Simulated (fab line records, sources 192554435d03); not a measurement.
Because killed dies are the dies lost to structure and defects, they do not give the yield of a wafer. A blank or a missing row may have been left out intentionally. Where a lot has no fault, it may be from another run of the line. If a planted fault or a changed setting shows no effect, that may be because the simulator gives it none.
Lot-split experiment / flow n5_finfet / route with 1938 steps; 7 lots, 39 wafers read

== THE SPLIT ITSELF ==
At N5_DUMMY_GATE_ETCH_32 (etches SiO2 in CF4, target depth 3.5 nm, time 3.9 s), the setting time_s was moved away from the recipe's 3.9 s on 18 of the 39 wafers read, by -23.9% to +20.9%. All remaining wafers had this setting at the recipe value.

Reading taken at the split's own step.

== THE READING ==
etch.depth_nm (the simulator's own value, which no gauge read), in nm, at N5_DUMMY_GATE_ETCH_32 (etches SiO2 in CF4, target depth 3.5 nm, time 3.9 s). There is no usual value for it anywhere in the file. The 21 wafers here that ran the recipe average 3.550 nm, standard deviation 0.072 nm.

wafer=L075.4; tool, chamber at the split=rie_si-01, 2; time_s as run, s=3.9; against the recipe=recipe; etch.depth_nm, nm=3.478; against lot-mates on the recipe=-
wafer=L075.5; tool, chamber at the split=rie_si-01, 1; time_s as run, s=3.9; against the recipe=recipe; etch.depth_nm, nm=3.579; against lot-mates on the recipe=-
wafer=L075.6; tool, chamber at the split=rie_si-01, 0; time_s as run, s=3.9; against the recipe=recipe; etch.depth_nm, nm=3.428; against lot-mates on the recipe=-
wafer=L082.1; tool, chamber at the split=rie_si-06, 1; time_s as run, s=3.9; against the recipe=recipe; etch.depth_nm, nm=3.635; against lot-mates on the recipe=-
wafer=L082.2; tool, chamber at the split=rie_si-06, 2; time_s as run, s=3.9; against the recipe=recipe; etch.depth_nm, nm=3.502; against lot-mates on the recipe=-
wafer=L082.3; tool, chamber at the split=rie_si-06, 0; time_s as run, s=2.996; against the recipe=-23.2%; etch.depth_nm, nm=2.761; against lot-mates on the recipe=-0.826
wafer=L082.4; tool, chamber at the split=rie_si-06, 2; time_s as run, s=2.996; against the recipe=-23.2%; etch.depth_nm, nm=2.678; against lot-mates on the recipe=-0.909
wafer=L082.5; tool, chamber at the split=rie_si-06, 0; time_s as run, s=3.9; against the recipe=recipe; etch.depth_nm, nm=3.624; against lot-mates on the recipe=-
wafer=L082.6; tool, chamber at the split=rie_si-06, 1; time_s as run, s=2.996; against the recipe=-23.2%; etch.depth_nm, nm=2.766; against lot-mates on the recipe=-0.821
wafer=L083.1; tool, chamber at the split=rie_si-03, 2; time_s as run, s=3.052; against the recipe=-21.7%; etch.depth_nm, nm=2.726; against lot-mates on the recipe=-0.821
wafer=L083.2; tool, chamber at the split=rie_si-03, 0; time_s as run, s=3.052; against the recipe=-21.7%; etch.depth_nm, nm=2.873; against lot-mates on the recipe=-0.674
wafer=L083.3; tool, chamber at the split=rie_si-03, 3; time_s as run, s=3.052; against the recipe=-21.7%; etch.depth_nm, nm=2.731; against lot-mates on the recipe=-0.816
wafer=L083.4; tool, chamber at the split=rie_si-03, 1; time_s as run, s=3.9; against the recipe=recipe; etch.depth_nm, nm=3.582; against lot-mates on the recipe=-
wafer=L083.5; tool, chamber at the split=rie_si-03, 2; time_s as run, s=3.9; against the recipe=recipe; etch.depth_nm, nm=3.445; against lot-mates on the recipe=-
wafer=L083.6; tool, chamber at the split=rie_si-03, 1; time_s as run, s=3.9; against the recipe=recipe; etch.depth_nm, nm=3.615; against lot-mates on the recipe=-
wafer=L089.1; tool, chamber at the split=rie_si-01, 1; time_s as run, s=3.9; against the recipe=recipe; etch.depth_nm, nm=3.594; against lot-mates on the recipe=-
wafer=L089.2; tool, chamber at the split=rie_si-01, 3; time_s as run, s=2.966; against the recipe=-23.9%; etch.depth_nm, nm=2.595; against lot-mates on the recipe=-0.893
wafer=L089.3; tool, chamber at the split=rie_si-01, 2; time_s as run, s=3.9; against the recipe=recipe; etch.depth_nm, nm=3.451; against lot-mates on the recipe=-
wafer=L089.4; tool, chamber at the split=rie_si-01, 0; time_s as run, s=2.966; against the recipe=-23.9%; etch.depth_nm, nm=2.602; against lot-mates on the recipe=-0.886
wafer=L089.5; tool, chamber at the split=rie_si-01, 1; time_s as run, s=2.966; against the recipe=-23.9%; etch.depth_nm, nm=2.768; against lot-mates on the recipe=-0.720
wafer=L089.6; tool, chamber at the split=rie_si-01, 0; time_s as run, s=3.9; against the recipe=recipe; etch.depth_nm, nm=3.42; against lot-mates on the recipe=-
wafer=L090.1; tool, chamber at the split=rie_si-01, 2; time_s as run, s=3.9; against the recipe=recipe; etch.depth_nm, nm=3.508; against lot-mates on the recipe=-
wafer=L090.2; tool, chamber at the split=rie_si-01, 0; time_s as run, s=4.717; against the recipe=+20.9%; etch.depth_nm, nm=4.156; against lot-mates on the recipe=+0.574
wafer=L090.3; tool, chamber at the split=rie_si-01, 3; time_s as run, s=4.717; against the recipe=+20.9%; etch.depth_nm, nm=4.144; against lot-mates on the recipe=+0.562
wafer=L090.4; tool, chamber at the split=rie_si-01, 1; time_s as run, s=3.9; against the recipe=recipe; etch.depth_nm, nm=3.601; against lot-mates on the recipe=-
wafer=L090.5; tool, chamber at the split=rie_si-01, 1; time_s as run, s=3.9; against the recipe=recipe; etch.depth_nm, nm=3.638; against lot-mates on the recipe=-
wafer=L090.6; tool, chamber at the split=rie_si-01, 0; time_s as run, s=4.717; against the recipe=+20.9%; etch.depth_nm, nm=4.171; against lot-mates on the recipe=+0.589
wafer=L093.1; tool, chamber at the split=rie_si-03, 1; time_s as run, s=3.9; against the recipe=recipe; etch.depth_nm, nm=3.586; against lot-mates on the recipe=-
wafer=L093.2; tool, chamber at the split=rie_si-03, 2; time_s as run, s=3.36; against the recipe=-13.8%; etch.depth_nm, nm=3.016; against lot-mates on the recipe=-0.580
wafer=L093.3; tool, chamber at the split=rie_si-03, 3; time_s as run, s=3.36; against the recipe=-13.8%; etch.depth_nm, nm=3.038; against lot-mates on the recipe=-0.558
wafer=L093.4; tool, chamber at the split=rie_si-03, 0; time_s as run, s=3.9; against the recipe=recipe; etch.depth_nm, nm=3.664; against lot-mates on the recipe=-
wafer=L093.5; tool, chamber at the split=rie_si-03, 2; time_s as run, s=3.9; against the recipe=recipe; etch.depth_nm, nm=3.538; against lot-mates on the recipe=-
wafer=L093.6; tool, chamber at the split=rie_si-03, 1; time_s as run, s=3.36; against the recipe=-13.8%; etch.depth_nm, nm=3.112; against lot-mates on the recipe=-0.484
wafer=L097.1; tool, chamber at the split=rie_si-06, 1; time_s as run, s=4.576; against the recipe=+17.3%; etch.depth_nm, nm=4.26; against lot-mates on the recipe=+0.704
wafer=L097.2; tool, chamber at the split=rie_si-06, 0; time_s as run, s=4.576; against the recipe=+17.3%; etch.depth_nm, nm=4.235; against lot-mates on the recipe=+0.679
wafer=L097.3; tool, chamber at the split=rie_si-06, 3; time_s as run, s=3.9; against the recipe=recipe; etch.depth_nm, nm=3.577; against lot-mates on the recipe=-
wafer=L097.4; tool, chamber at the split=rie_si-06, 2; time_s as run, s=3.9; against the recipe=recipe; etch.depth_nm, nm=3.534; against lot-mates on the recipe=-
wafer=L097.5; tool, chamber at the split=rie_si-06, 0; time_s as run, s=4.576; against the recipe=+17.3%; etch.depth_nm, nm=4.24; against lot-mates on the recipe=+0.684
wafer=L097.6; tool, chamber at the split=rie_si-06, 3; time_s as run, s=3.9; against the recipe=recipe; etch.depth_nm, nm=3.556; against lot-mates on the recipe=-

FIT RESULTS
A straight line over all 39 wafers: etch.depth_nm changes by +0.0351 nm for each +1% of time_s; r = +0.99; the points scatter about the line by 0.079 nm.
The same after taking each lot's own level away (the mean of its wafers on the recipe; 39 wafers): +0.0347 nm for each +1%; r = +0.99; scatter 0.077 nm.
Per that fit: largest time_s move, reading shift of 0.83 nm.
From 3.4883 to 3.5960 nm: that is the span of the lots' own levels, equal to 1.5 times the standard deviation above.
Consequently the slope shifts little with the lot-to-lot level, the two slopes agreeing.
Check: for one of the wafers moved furthest among these (-23.9%), held out of the fit, the line's prediction against its lot-mates is -0.842 nm. Against them it came out at -0.893 nm.

== THE OTHER SPLITS THESE WAFERS WENT THROUGH ==
These wafers also went through other splits before the reading. Each is held against what the fit with the lots' levels taken away leaves over:
other split on the same wafers=N5_DUMMY_GATE_EXPOSE_12 dose_mj; wafers away from the commonest value=15; r with etch.depth_nm (lot level and that fit taken away)=+0.03
other split on the same wafers=N5_DUMMY_GATE_ETCH_37 source_w; wafers away from the commonest value=12; r with etch.depth_nm (lot level and that fit taken away)=-0.16

== FILE'S OWN FIT ==
etch.depth_nm changes by +0.035 nm for each +1% of time_s, r = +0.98.
